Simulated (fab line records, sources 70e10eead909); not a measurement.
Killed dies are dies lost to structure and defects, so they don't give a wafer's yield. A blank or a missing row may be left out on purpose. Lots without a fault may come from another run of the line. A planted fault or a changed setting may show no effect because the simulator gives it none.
Chamber matching | flow nand_harc | NHARC_A_STAIRCASE_ETCH_313 on rie_diel-04: 4 sister chambers
The step etches the open film in CF4/CHF3. 4 wafers are shown with their chamber, then 9 later ones without.

WAFERS WITH THEIR CHAMBER
wafer  | chamber | showerhead_plenum_p_Torr (Torr)
L077.5 | 0       | 1.46
L089.4 | 3       | 1.55
L089.5 | 2       | 1.57
L089.6 | 1       | 1.68

WAFERS WITHOUT THEIR CHAMBER
wafer  | showerhead_plenum_p_Torr (Torr)
L091.2 | 1.70
L091.3 | 1.55
L091.5 | 1.68
L095.3 | 1.54
L095.5 | 1.70
L095.6 | 1.68
L096.2 | 1.54
L096.3 | 1.69
L096.6 | 1.69

WHICH CHAMBER EACH WENT THROUGH
wafer  | from the rows above     | in truth
L091.2 | 1                       | 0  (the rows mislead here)
L091.3 | can't be placed: 3 or 2 | 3
L091.5 | 1                       | 1
L095.3 | can't be placed: 3 or 2 | 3
L095.5 | 1                       | 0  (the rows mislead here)
L095.6 | 1                       | 1
L096.2 | can't be placed: 3 or 2 | 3
L096.3 | 1                       | 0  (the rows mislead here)
L096.6 | 1                       | 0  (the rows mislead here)
Placed correctly: 2 of 9. Can't be placed from these rows: 3 (the true chamber is among the candidates in 3). Placed wrongly: 4.
How it was worked out, from the rows above alone: a wafer's distance from a chamber is the root of the sum, over the readings, of the square of ((its reading less the chamber's mean) divided by the reading's scatter). The wafer belongs to the nearest chamber; if the next one is less than 2 further off, it can't be placed. A chamber's mean is the mean of its shown wafers. The scatter: with one shown wafer a chamber, the root of the mean of the squares of how far each hidden wafer lies from its nearest shown one.
